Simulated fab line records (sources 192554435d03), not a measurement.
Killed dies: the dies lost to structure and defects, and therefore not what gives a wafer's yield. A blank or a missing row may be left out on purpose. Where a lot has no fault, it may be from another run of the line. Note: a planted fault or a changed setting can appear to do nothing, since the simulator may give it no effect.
fab line records -- flow n5-finfet
record lots=6, wafers=18, last-day=16
route steps=1938 shown ILD0@337 SDB@347 BEOL_M4@1111 PASSIVATION@1936
lots that met no fault: taken from a fault-free run of the same line
start-h: hours from the record's first day to the start of the lot's first wafer shown -- wait-h: hours since the lot's step before -- " repeats the value in the row above -- L1.1+2: a single row standing in for several wafers -- - value missing, or start not given -- * or withheld: withheld -- < > ~ a bound
route shown NAME@n: names a module that has steps shown in the file, with the first one's number in the route -- usual: mean/standard deviation of fault-free wafers -- same: alike in all rows -- chamber/n: place in a boat -- sites: the reading at each site -- _std_site: standard deviation across them -- _edge_site: the outer-site mean with the inner-site mean subtracted -- radius-mm: how far each site lies from the wafer's centre -- mask NAME#n: copy n -- behind: the last tool/chamber to shape the wafer -- hold: reason for holding the lot/hours on hold/outcome of the hold -- device: the transistor (n, p or np) that didn't switch -- end of line: at the end of the route, the tests of the same wafers -- a step without rows: its recipe alone -- killed: dies lost to structure and defects at the first sort, not the wafer's yield -- map: the dies of a wafer, with x for killed, . for not killed, _ for no die there
set.NAME: the setting that was run; set.NAME@STEP: the one run at that earlier step -- model.NAME: the simulator's own value behind a step, which no gauge read
lots at some steps of the route; a table a step, a row a wafer
services: the hour from which a tool's chamber was out of use, counted from the record's first day as start-h (under 0 if before that day), plus the number of hours and why
## steps
# step N5_ILD0_CURE_02
# recipe temp-c=450, time-s=1800, ambient=steam, idle-temp-c=400, ramp-up-c-per-min=5, ramp-down-c-per-min=3, densification-p-h2o-torr=640
# step N5_ILD0_CMP_03
# recipe stop-on=SiNx, t-overpolish-s=1.9, post-cmp-clean=alkaline-brush, down-force-psi=4.1491, platen-rpm=51.796, pad-velocity-m-s=1.0306, target-thk-nm=197.38
# usual motor-current-A=12.7/1.5, overpolish-run-s=1.900/0.0092, platen-rpm=51.79/0.034, time-to-endpoint-s=70/3.8
lot.wafer,tool,chamber,start-h,wait-h,motor-current-A,overpolish-run-s,platen-rpm,time-to-endpoint-s
L233.1,cmp-02,0,78.88,0.0,14.2,1.903,51.80,72
L233.4,cmp-02,2,78.88,0.0,12.2,1.904,51.73,64
L233.6,cmp-02,0,78.88,0.0,13.7,1.907,51.82,70
L235.2,cmp-03,2,91.37,0.1,10.6,1.905,51.82,74
L235.1,cmp-03,3,91.37,0.1,15.2,1.892,51.76,79
L235.6,cmp-03,2,91.37,0.1,10.7,1.895,51.78,76
L238.2,cmp-03,3,109.70,0.0,16.0,1.896,51.80,74
L238.3,cmp-03,0,109.70,0.0,14.8,1.903,51.81,73
L238.6,cmp-03,0,109.70,0.0,14.4,1.901,51.79,73
L246.3,cmp-02,0,161.15,0.0,14.1,1.896,51.79,73
L246.2,cmp-02,3,161.15,0.0,13.4,1.909,51.86,76
L246.6,cmp-02,0,161.15,0.0,13.8,1.891,51.80,72
L247.1,cmp-02,2,164.12,0.2,11.8,1.901,51.79,69
L247.2,cmp-02,3,164.12,0.2,13.3,1.911,51.82,77
L247.6,cmp-02,2,164.12,0.2,12.3,1.895,51.75,69
L249.1,cmp-01,1,182.54,0.1,10.7,1.902,51.79,70
L249.2,cmp-01,2,182.54,0.1,12.7,1.888,51.88,69
L249.5,cmp-01,0,182.54,0.1,11.5,1.919,51.76,73
# step N5_ILD0_THK_MEAS_04
# usual thk-nm=197.2/1.2
lot.wafer,tool,chamber,start-h,wait-h,thk-nm
L233.1,film-metro-02,-,79.17,-,197.5
L233.4,film-metro-02,-,79.17,-,194.4
L233.6,film-metro-02,-,79.17,-,195.9
L235.1,film-metro-01,-,91.62,-,199.1
L235.2,film-metro-01,-,91.62,-,199.8
L235.6,film-metro-01,-,91.62,-,198.9
L238.2,film-metro-01,-,109.99,-,197.7
L238.3,film-metro-01,-,109.99,-,197.4
L238.6,film-metro-01,-,109.99,-,196.7
L246.2,film-metro-02,-,161.45,-,195.5
L246.3,film-metro-02,-,161.45,-,196.2
L246.6,film-metro-02,-,161.45,-,197.5
L247.1,film-metro-02,-,164.41,-,194.6
L247.2,film-metro-02,-,164.41,-,197.8
L247.6,film-metro-02,-,164.41,-,194.2
L249.1,film-metro-02,-,182.80,-,196.8
L249.2,film-metro-02,-,182.80,-,196.8
L249.5,film-metro-02,-,182.80,-,197.1
# step N5_ILD0_CMP_07
# recipe stop-on=poly-Si, material=SiO2_flowable, t-overpolish-s=1.18, post-cmp-clean=alkaline-brush, down-force-psi=4.1491, platen-rpm=51.796, pad-velocity-m-s=1.0306, target-thk-nm=138.88
# usual motor-current-A=12.6/1.4, platen-rpm=51.79/0.033
lot.wafer,tool,chamber,start-h,wait-h,motor-current-A,platen-rpm
L233.1,cmp-01,0,79.20,0.0,11.5,51.79
L233.4,cmp-01,2,79.20,0.0,11.9,51.79
L233.6,cmp-01,1,79.20,0.0,11.0,51.81
L235.1,cmp-02,1,91.65,0.0,13.1,51.81
L235.2,cmp-02,3,91.65,0.0,13.6,51.75
L235.6,cmp-02,2,91.65,0.0,12.2,51.77
L238.3,cmp-03,2,110.24,0.2,10.9,51.77
L238.2,cmp-03,3,110.24,0.2,15.3,51.80
L238.6,cmp-03,1,110.24,0.2,12.8,51.83
L246.3,cmp-03,3,161.47,0.0,15.2,51.82
L246.2,cmp-03,2,161.47,0.0,10.6,51.85
L246.6,cmp-03,0,161.47,0.0,15.1,51.80
L247.1,cmp-02,1,164.48,0.1,13.0,51.81
L247.2,cmp-02,3,164.48,0.1,13.6,51.77
L247.6,cmp-02,1,164.48,0.1,12.7,51.80
L249.2,cmp-02,0,182.90,0.1,14.3,51.73
L249.1,cmp-02,1,182.90,0.1,12.9,51.83
L249.5,cmp-02,3,182.90,0.1,14.2,51.78
# step N5_ILD0_THK_MEAS_08
# usual thk-nm=138.5/1.2
lot.wafer,tool,chamber,start-h,wait-h,thk-nm
L233.1,film-metro-01,-,79.50,-,139.2
L233.4,film-metro-01,-,79.50,-,139.7
L233.6,film-metro-01,-,79.50,-,139.2
L235.1,film-metro-01,-,91.95,-,137.6
L235.2,film-metro-01,-,91.95,-,139.4
L235.6,film-metro-01,-,91.95,-,137.4
L238.2,film-metro-01,-,110.50,-,140.3
L238.3,film-metro-01,-,110.50,-,139.8
L238.6,film-metro-01,-,110.50,-,140.8
L246.2,film-metro-02,-,161.77,-,137.7
L246.3,film-metro-02,-,161.77,-,138.3
L246.6,film-metro-02,-,161.77,-,138.1
L247.1,film-metro-02,-,164.74,-,137.2
L247.2,film-metro-02,-,164.74,-,139.3
L247.6,film-metro-02,-,164.74,-,137.9
L249.1,film-metro-02,-,183.12,-,137.9
L249.2,film-metro-02,-,183.12,-,139.3
L249.5,film-metro-02,-,183.12,-,140.5
# step N5_ILD0_PRECLEAN_10
# recipe chemistry=NF3:NH3, afs-cycles=5, time-s=20, temp-c=30, sublimation-temp-c=180, sublimation-time-s=60, pressure-torr=3, rf-power-w=30
# step N5_ILD0_ALD_15
# recipe material=SiNx, target-thk-a=240, temp-c=400, ald-precursor-family=SiH2I2, ald-co-reactant=N2/H2-plasma, pulse-time-s=1, ald-cycles=480, purge-time-s=2, co-reactant-purge-time-s=2, pressure-torr=2
# usual heater-power-w=889/78, precursor-pulse-height-rel=0.997/0.017
lot.wafer,tool,chamber,start-h,wait-h,heater-power-w,precursor-pulse-height-rel
L233.1,ald-sin-02,2,80.22,0.6,861,0.972
L233.4,ald-sin-02,1,80.22,0.6,881,0.977
L233.6,ald-sin-02,1,81.30,1.1,858,1.030
L235.1,ald-sin-01,0,92.66,0.6,868,0.991
L235.2,ald-sin-01,3,92.66,0.6,914,0.980
L235.6,ald-sin-01,1,93.75,1.1,877,1.008
L238.2,ald-sin-02,2,111.21,0.5,859,0.982
L238.3,ald-sin-02,0,111.21,0.5,1061,0.977
L238.6,ald-sin-02,0,112.30,1.1,1027,1.005
L246.2,ald-sin-03,2,162.49,0.5,945,0.984
L246.3,ald-sin-03,3,162.49,0.5,910,1.026
L246.6,ald-sin-03,1,163.57,1.1,761,0.999
L247.1,ald-sin-02,3,165.45,0.6,838,0.974
L247.2,ald-sin-02,0,165.45,0.6,1060,0.994
L247.6,ald-sin-02,2,166.54,1.1,871,1.032
L249.1,ald-sin-01,1,184.02,0.8,871,0.994
L249.2,ald-sin-01,0,184.02,0.8,897,1.001
L249.5,ald-sin-01,0,185.11,1.4,881,0.997
# step N5_ILD0_CMP_12
# recipe stop-on=poly-Si, material=SiNx, t-overpolish-s=6, post-cmp-clean=alkaline-brush, down-force-psi=2.5, platen-rpm=51.8, pad-velocity-m-s=1.0307, target-thk-nm=17.67
# usual motor-current-A=9.1/1, overpolish-run-s=6.000/0.009, platen-rpm=51.80/0.034, time-to-endpoint-s=27.6/2.6
lot.wafer,tool,chamber,start-h,wait-h,motor-current-A,overpolish-run-s,platen-rpm,time-to-endpoint-s
L233.4,cmp-01,3,82.42,1.1,9.3,5.999,51.76,26.6
L233.1,cmp-01,2,82.42,1.1,9.0,6.008,51.81,29.2
L233.6,cmp-01,0,82.42,1.1,8.6,6.006,51.80,30.6
L235.2,cmp-02,1,94.86,1.1,9.5,5.990,51.85,25.2
L235.1,cmp-02,2,94.86,1.1,8.9,5.995,51.80,25.3
L235.6,cmp-02,1,94.86,1.1,9.2,5.994,51.81,25.6
L238.3,cmp-01,0,113.76,1.5,8.2,5.998,51.78,29.6
L238.2,cmp-01,2,113.76,1.5,9.1,6.005,51.77,29.3
L238.6,cmp-01,0,113.76,1.5,7.8,6.000,51.76,26.4
L246.3,cmp-01,0,164.72,1.2,8.2,5.993,51.77,27.2
L246.2,cmp-01,1,164.72,1.2,8.1,5.988,51.84,24.8
L246.6,cmp-01,3,164.72,1.2,9.1,6.004,51.83,24.9
L247.2,cmp-01,0,167.65,1.1,8.2,6.002,51.81,27.7
L247.1,cmp-01,1,167.65,1.1,7.8,5.984,51.84,26.1
L247.6,cmp-01,1,167.65,1.1,8.1,6.004,51.81,26.5
L249.2,cmp-03,0,186.30,1.2,10.4,6.003,51.83,28.1
L249.1,cmp-03,1,186.30,1.2,9.3,5.998,51.83,26.0
L249.5,cmp-03,2,186.30,1.2,8.1,6.003,51.81,29.3
# step N5_ILD0_THK_MEAS_13
# usual thk-nm=17.2/1.2
lot.wafer,tool,chamber,start-h,wait-h,thk-nm
L233.1,film-metro-01,-,82.71,-,18.5
L233.4,film-metro-01,-,82.71,-,16.5
L233.6,film-metro-01,-,82.71,-,17.8
L235.1,film-metro-01,-,95.16,-,13.3
L235.2,film-metro-01,-,95.16,-,14.6
L235.6,film-metro-01,-,95.16,-,14.9
L238.2,film-metro-01,-,114.01,-,14.9
L238.3,film-metro-01,-,114.01,-,17.3
L238.6,film-metro-01,-,114.01,-,17.1
L246.2,film-metro-02,-,164.98,-,16.7
L246.3,film-metro-02,-,164.98,-,17.3
L246.6,film-metro-02,-,164.98,-,17.0
L247.1,film-metro-01,-,167.95,-,15.9
L247.2,film-metro-01,-,167.95,-,17.4
L247.6,film-metro-01,-,167.95,-,17.1
L249.1,film-metro-01,-,186.52,-,17.4
L249.2,film-metro-01,-,186.52,-,18.0
L249.5,film-metro-01,-,186.52,-,16.5
# step N5_ILD0_INSPECT_06
# recipe inspect-instrument=darkfield, mode=post-cmp
# usual raw-defect-count=38/14
lot.wafer,tool,chamber,start-h,wait-h,raw-defect-count
L233.1,defect-inspect-01,-,82.74,0.0,18
L233.4,defect-inspect-01,-,82.74,0.0,41
L233.6,defect-inspect-01,-,82.74,0.0,20
L235.1,defect-inspect-02,-,95.18,0.0,28
L235.2,defect-inspect-02,-,95.18,0.0,39
L235.6,defect-inspect-02,-,95.18,0.0,35
L238.2,defect-inspect-02,-,114.04,0.0,26
L238.3,defect-inspect-02,-,114.04,0.0,59
L238.6,defect-inspect-02,-,114.04,0.0,12
L246.2,defect-inspect-01,-,165.01,0.0,22
L246.3,defect-inspect-01,-,165.01,0.0,21
L246.6,defect-inspect-01,-,165.01,0.0,32
L247.1,defect-inspect-02,-,167.99,0.0,66
L247.2,defect-inspect-02,-,167.99,0.0,62
L247.6,defect-inspect-02,-,167.99,0.0,32
L249.1,defect-inspect-01,-,186.54,0.0,45
L249.2,defect-inspect-01,-,186.54,0.0,57
L249.5,defect-inspect-01,-,186.54,0.0,38
# step N5_SDB_HM_DEP_00
# recipe material=SiNx, target-thk-a=400, temp-c=400, precursor=SiH4/NH3/N2, pressure-torr=1.5, rf-w=300, time-s=35.3
# usual heater-power-w=757/82, rf-fwd-power-W=298.0/0.95, showerhead-plenum-p-Torr=5.12/0.065, throttle-valve-pct=39.0/1.6
lot.wafer,tool,chamber,start-h,wait-h,heater-power-w,rf-fwd-power-W,showerhead-plenum-p-Torr,throttle-valve-pct
L233.1,pecvd-02,2,82.78,0.0,820,296.7,5.11,40.4
L233.4,pecvd-02,1,82.78,0.0,794,297.5,5.12,40.5
L233.6,pecvd-02,0,82.78,0.0,783,298.6,5.16,36.7
L235.1,pecvd-03,0,95.22,0.0,772,299.4,5.09,38.6
L235.2,pecvd-03,1,95.22,0.0,867,298.4,5.15,40.4
L235.6,pecvd-03,0,95.22,0.0,797,298.0,5.10,38.9
L238.2,pecvd-04,2,114.08,0.0,800,298.4,5.15,36.8
L238.3,pecvd-04,0,114.08,0.0,688,297.9,5.06,40.7
L238.6,pecvd-04,2,114.08,0.0,810,298.4,5.15,36.7
L246.2,pecvd-03,0,165.05,0.0,780,297.6,5.09,39.4
L246.3,pecvd-03,2,165.05,0.0,662,297.7,5.02,36.5
L246.6,pecvd-03,2,165.05,0.0,650,297.9,5.02,36.6
L247.1,pecvd-02,0,168.03,0.0,829,299.2,5.15,37.4
L247.2,pecvd-02,1,168.03,0.0,708,296.9,5.13,41.0
L247.6,pecvd-02,0,168.03,0.0,831,298.7,5.15,37.4
L249.1,pecvd-04,2,186.58,0.0,837,298.2,5.15,37.5
L249.2,pecvd-04,0,186.58,0.0,668,296.3,5.05,40.4
L249.5,pecvd-04,2,186.58,0.0,832,298.8,5.15,37.7
# step N5_SDB_COAT_03
# recipe resist=SOC, temp-c=250, time-s=60, spin-rpm=1500, resist-thk-nm=100
# step N5_SDB_COAT_04
# recipe resist=SiARC, temp-c=220, time-s=60, spin-rpm=1500, resist-thk-nm=18
# usual exhaust-pa=45.1/0.81, heater-power-total-W=427.6/2.2, run-length-s=66.28/0.28
lot.wafer,tool,chamber,start-h,wait-h,exhaust-pa,heater-power-total-W,run-length-s
L233.1,litho-track-04,0,82.86,-,45.1,429.9,66.54
L233.4,litho-track-04,0,82.86,-,43.9,427.6,66.53
L233.6,litho-track-04,0,82.86,-,44.5,429.9,66.39
L235.1,litho-track-04,0,95.31,-,46.1,455.3,60.76
L235.2,litho-track-04,0,95.31,-,45.5,455.6,60.75
L235.6,litho-track-04,0,95.31,-,46.8,455.4,60.72
L238.2,litho-track-04,0,114.16,-,45.9,456.8,60.78
L238.3,litho-track-04,0,114.16,-,45.6,452.3,60.73
L238.6,litho-track-04,0,114.16,-,45.0,454.9,60.69
L246.2,litho-track-02,0,165.13,-,45.9,426.8,65.80
L246.3,litho-track-02,0,165.13,-,44.1,427.5,66.11
L246.6,litho-track-02,0,165.13,-,45.0,427.6,66.09
L247.1,litho-track-04,0,168.11,-,45.1,429.0,66.34
L247.2,litho-track-04,0,168.11,-,46.0,426.3,66.31
L247.6,litho-track-04,0,168.11,-,46.4,430.4,66.34
L249.1,litho-track-05,0,186.67,-,43.1,427.9,66.47
L249.2,litho-track-05,0,186.67,-,43.6,431.0,66.48
L249.5,litho-track-05,0,186.67,-,44.3,429.7,66.49
# step N5_SDB_COAT_05
# recipe resist=CAR-ArF, spin-rpm=1500, resist-thk-nm=90
# step N5_BEOL_M4_RC_MEAS_101
# usual DIBL_N=36.2/1.7, DIBL_P=36.6/1.9, IOFF_N=0.16/0.032, IOFF_P=0.21/0.037, ION_N=675/12, ION_P=460/8.1, SS_N=71.4/0.58, SS_P=73.4/0.64, VT_N=249/3.2, VT_P=-252/3.4
lot.wafer,tool,chamber,start-h,wait-h,DIBL_N[mV/V],DIBL_P[mV/V],IOFF_N[nA/um],IOFF_P[nA/um],ION_N[uA/um],ION_P[uA/um],SS_N[mV/dec],SS_P[mV/dec],VT_N[mV],VT_P[mV]
L233.1,prober-02,0,183.13,0.0,38.6,39.4,0.22,0.24,693,461,72.8,75.1,245,-249
L233.4,prober-02,0,183.13,0.0,35.3,35.5,0.15,0.19,678,464,71.4,73.3,249,-254
L233.6,prober-02,0,183.13,0.0,35.0,34.9,0.13,0.18,666,456,71.4,72.7,255,-254
L235.1,prober-02,0,194.21,0.0,37.8,37.4,0.18,0.20,667,459,72.2,73.2,250,-251
L235.2,prober-02,0,194.21,0.0,34.2,34.7,0.13,0.17,666,459,70.6,72.6,253,-253
L235.6,prober-02,0,194.21,0.0,37.5,37.7,0.18,0.21,678,462,71.9,73.4,250,-248
L238.2,prober-01,0,203.26,0.2,39.7,40.2,0.27,0.32,696,474,72.4,75.4,243,-244
L238.3,prober-01,0,203.26,0.2,37.5,36.5,0.21,0.23,685,465,71.5,73.7,245,-251
L238.6,prober-01,0,203.26,0.2,38.0,38.5,0.23,0.28,685,469,71.1,74.2,241,-242
L247.1,prober-02,0,263.78,0.0,35.0,36.4,0.14,0.19,678,462,71.9,73.1,252,-253
L247.2,prober-02,0,263.78,0.0,36.7,37.1,0.16,0.20,683,464,71.8,73.5,247,-254
L247.6,prober-02,0,263.78,0.0,35.1,35.6,0.14,0.17,674,461,71.2,72.6,250,-254
L246.2,prober-01,0,265.67,0.2,35.0,33.8,0.13,0.16,653,445,70.6,72.8,253,-257
L246.3,prober-01,0,265.67,0.2,33.0,32.7,0.12,0.15,658,450,71.1,73.0,255,-255
L246.6,prober-01,0,265.67,0.2,35.0,34.3,0.14,0.17,654,444,70.7,72.9,254,-255
L249.1,prober-02,0,281.81,0.0,34.2,35.7,0.14,0.19,680,469,70.7,72.7,251,-252
L249.2,prober-02,0,281.81,0.0,36.8,38.5,0.19,0.23,689,464,71.6,73.8,245,-251
L249.5,prober-02,0,281.81,0.0,35.9,37.6,0.17,0.22,686,471,71.0,73.1,247,-252
# step N5_PASSIVATION_PROBE_49
# usual defect-limited-yield=91.3/1.5, killed_at_M0_to_M3=35/10, killed_at_M4_up=12/4.6, killed-at-contacts=13/6.6, killed-at-front-end=39/11, killed-at-other=4/3.4, killed-dies=103/17, killed-open=67/13, killed-short=35/8.2, sort_bin_5_function=5.1/0.94, sort_bin_6_memory=3.2/0.7, sort-n-pass=1077/17, sort-yield-pct=91.3/1.5
# same gross-dies=1180, killed-at-back-side=0, sort_bin_4_leakage[%]=0, sort_bin_8_speed[%]=0
lot.wafer,tool,chamber,start-h,wait-h,defect-limited-yield[%],killed_at_M0_to_M3,killed_at_M4_up,killed-at-contacts,killed-at-front-end,killed-at-other,killed-dies,killed-open,killed-short,sort_bin_5_function[%],sort_bin_6_memory[%],sort-n-pass,sort-yield-pct[%]
L235.1,prober-01,-,296.80,0.0,89.7,51,14,11,43,3,122,80,42,6.3,4.0,1058,89.7
L235.2,prober-01,-,296.85,0.1,91.4,33,11,8,42,7,101,58,42,5.2,3.1,1079,91.4
L235.6,prober-01,-,297.05,0.3,88.6,43,14,16,52,10,135,82,51,7.1,4.0,1045,88.6
L238.2,prober-01,-,310.35,0.1,90.7,33,14,15,46,2,110,61,49,6.0,2.9,1070,90.7
L238.3,prober-01,-,310.40,0.1,89.7,45,11,14,49,2,121,83,33,5.6,4.2,1059,89.7
L238.6,prober-01,-,310.55,0.3,90.6,36,14,20,38,3,111,81,30,5.8,3.2,1069,90.6
L246.2,prober-01,-,373.73,0.1,93.8,23,8,5,33,4,73,52,21,3.5,2.6,1107,93.8
L246.3,prober-01,-,373.78,0.1,90.8,17,22,11,56,3,109,72,34,5.8,3.2,1071,90.8
L246.6,prober-01,-,373.93,0.3,91.5,50,7,6,35,2,100,62,37,4.9,3.0,1080,91.5
L249.1,prober-02,-,388.98,0.0,90.7,18,7,14,66,5,110,57,51,5.9,2.9,1070,90.7
L249.2,prober-02,-,389.03,0.1,90.4,37,9,14,46,7,113,71,39,5.2,4.2,1067,90.4
L249.5,prober-02,-,389.18,0.2,92.5,12,8,11,54,3,88,63,25,4.7,2.7,1092,92.5
# killed by level:class
L235.1 STI_FIN_REVEAL:geometric-particle:open=18 FIN_SAQP:geometric-particle:short=13 BEOL_M1:geometric-particle:open=9 BEOL_M0_SAQP:geometric-particle:open=9 BEOL_M2:geometric-particle:open=9 MOL_CONTACT_COAG:geometric-particle:open=8 BEOL_M0_SAQP:geometric-particle:short=7 FIN_SAQP:geometric-particle:open=6
L235.2 STI_FIN_REVEAL:geometric-particle:open=16 BEOL_M0_SAQP:geometric-particle:short=7 BEOL_M1:geometric-particle:open=7 FIN_SAQP:geometric-particle:short=6 BEOL_M0_SAQP:geometric-particle:open=6 MOL_CONTACT_COAG:geometric-particle:open=5 BEOL_M2:geometric-particle:open=5 BEOL_M1:geometric-particle:short=4
L235.6 BEOL_M0_SAQP:geometric-particle:short=17 FIN_SAQP:geometric-particle:short=16 MOL_CONTACT_COAG:geometric-particle:open=14 STI_FIN_REVEAL:geometric-particle:open=12 BEOL_M0_SAQP:geometric-particle:open=10 FIN_SAQP:geometric-particle:open=8 MIM_TOP:geometric-particle:open=8 BEOL_M1:geometric-particle:open=7
L238.2 MOL_CONTACT_COAG:geometric-particle:open=11 BEOL_M0_SAQP:geometric-particle:short=10 FIN_SAQP:geometric-particle:open=8 GATE_CUT:geometric-particle:short=8 FIN_SAQP:geometric-particle:short=7 STI_FIN_REVEAL:geometric-particle:open=7 BEOL_M0_SAQP:geometric-particle:open=6 BEOL_M3:geometric-particle:open=5
L238.3 BEOL_M2:geometric-particle:open=17 MOL_CONTACT_COAG:geometric-particle:open=12 FIN_SAQP:geometric-particle:short=9 BEOL_M3:geometric-particle:open=8 FIN_SAQP:geometric-particle:open=7 STI_FIN_REVEAL:geometric-particle:open=7 BEOL_M0_SAQP:geometric-particle:open=7 GATE_CUT:geometric-particle:short=5
L238.6 MOL_CONTACT_COAG:geometric-particle:open=16 BEOL_M4:geometric-particle:open=10 BEOL_M2:geometric-particle:open=10 FIN_SAQP:geometric-particle:open=8 STI_FIN_REVEAL:geometric-particle:open=8 FIN_SAQP:geometric-particle:short=6 BEOL_M1:geometric-particle:short=6 BEOL_M0_SAQP:geometric-particle:open=5
L246.2 STI_FIN_REVEAL:geometric-particle:open=11 FIN_SAQP:geometric-particle:open=10 BEOL_M0_SAQP:geometric-particle:short=9 BEOL_M0_SAQP:geometric-particle:open=8 MOL_CONTACT_COAG:geometric-particle:open=5 FIN_SAQP:geometric-particle:short=4 DUMMY_GATE:geometric-particle:open=3 BEOL_M0:geometric-particle:open=3
L246.3 STI_FIN_REVEAL:geometric-particle:open=19 MOL_CONTACT_COAG:geometric-particle:open=8 BEOL_M4:geometric-particle:open=7 BEOL_M0_SAQP:geometric-particle:short=5 GATE_CUT:geometric-particle:short=5 STARTING-WAFER:geometric-particle:short=5 FIN_SAQP:geometric-particle:open=4 STI_FIN_REVEAL:geometric-particle:short=4
L246.6 BEOL_M0_SAQP:geometric-particle:short=21 BEOL_M0_SAQP:geometric-particle:open=20 FIN_SAQP:geometric-particle:open=11 STI_FIN_REVEAL:geometric-particle:open=6 MOL_CONTACT_COAG:geometric-particle:open=5 ILD0:geometric-particle:open=3 GATE_CUT:geometric-particle:short=3 GATE_CUT:geometric-particle:open=3
L249.1 FIN_SAQP:geometric-particle:short=19 STI_FIN_REVEAL:geometric-particle:open=16 FIN_SAQP:geometric-particle:open=13 MOL_CONTACT_COAG:geometric-particle:open=10 BEOL_M0_SAQP:geometric-particle:short=7 STI_FIN_REVEAL:geometric-particle:short=6 GATE_CUT:geometric-particle:short=4 MOL_CONTACT_COAG:geometric-particle:short=4
L249.2 BEOL_M0_SAQP:geometric-particle:short=13 MOL_CONTACT_COAG:geometric-particle:open=12 FIN_SAQP:geometric-particle:open=11 STI_FIN_REVEAL:geometric-particle:open=11 FIN_SAQP:geometric-particle:short=10 BEOL_M2:geometric-particle:open=9 BEOL_M0_SAQP:geometric-particle:open=9 STARTING-WAFER:geometric-particle:open=4
L249.5 FIN_SAQP:geometric-particle:open=21 STI_FIN_REVEAL:geometric-particle:open=10 MOL_CONTACT_COAG:geometric-particle:open=10 FIN_SAQP:geometric-particle:short=9 DUMMY_GATE:geometric-particle:open=4 BEOL_M0_SAQP:geometric-particle:short=4 BEOL_M5:geometric-particle:open=4 BEOL_M2:geometric-particle:open=3
## services
tool,chamber,start-h,hours,kind
pecvd-02,-,59.95,2.8,pm
pecvd-03,0,64.13,2.1,scheduled-down
pecvd-03,2,67.09,6.4,repair
cmp-02,-,69.14,2.2,repair
pecvd-04,2,80.49,10.2,repair
ald-sin-03,-,80.58,2.8,pm
pecvd-02,-,83.73,1.5,repair
ald-sin-01,2,91.42,7.6,repair
cmp-02,-,103.28,22.4,pm
cmp-01,-,109.72,4.0,pm
cmp-01,-,113.72,-,consumable-replace:conditioner
cmp-01,-,113.72,-,consumable-replace:pad
cmp-03,-,114.01,6.5,pm
pecvd-04,1,121.37,3.7,repair
cmp-01,-,130.78,0.4,repair
cmp-01,-,134.49,5.1,pm
pecvd-02,1,153.69,6.7,repair
ald-sin-02,-,176.75,14.0,pm
ald-sin-02,0,176.75,14.0,vent-cycle
ald-sin-02,1,176.75,14.0,vent-cycle
ald-sin-02,2,176.75,14.0,vent-cycle
ald-sin-02,3,176.75,14.0,vent-cycle
ald-sin-03,-,179.52,6.0,pm
pecvd-03,0,184.91,1.8,repair
## key
first-sign step=N5_SDB_COAT_04, reading=run-length-s, direction=down, sigmas=20, usual=*, struck=*
effect step=N5_SDB_COAT_04, reading=heater-power-total-W, direction=up, sigmas=13, usual=*, struck=*
met-at N5_SDB_COAT_04
struck-wafers L235.1,L235.2,L235.6,L238.2,L238.3,L238.6
onset-between 82.86 95.31
fault kind=process-parameter-drift, tool=litho-track-04, chamber=-, onset-h=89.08, steps=N5_SDB_COAT_04, channel=time-s, offset=*, shape=step, end-h=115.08, acts-in=*, stated=*
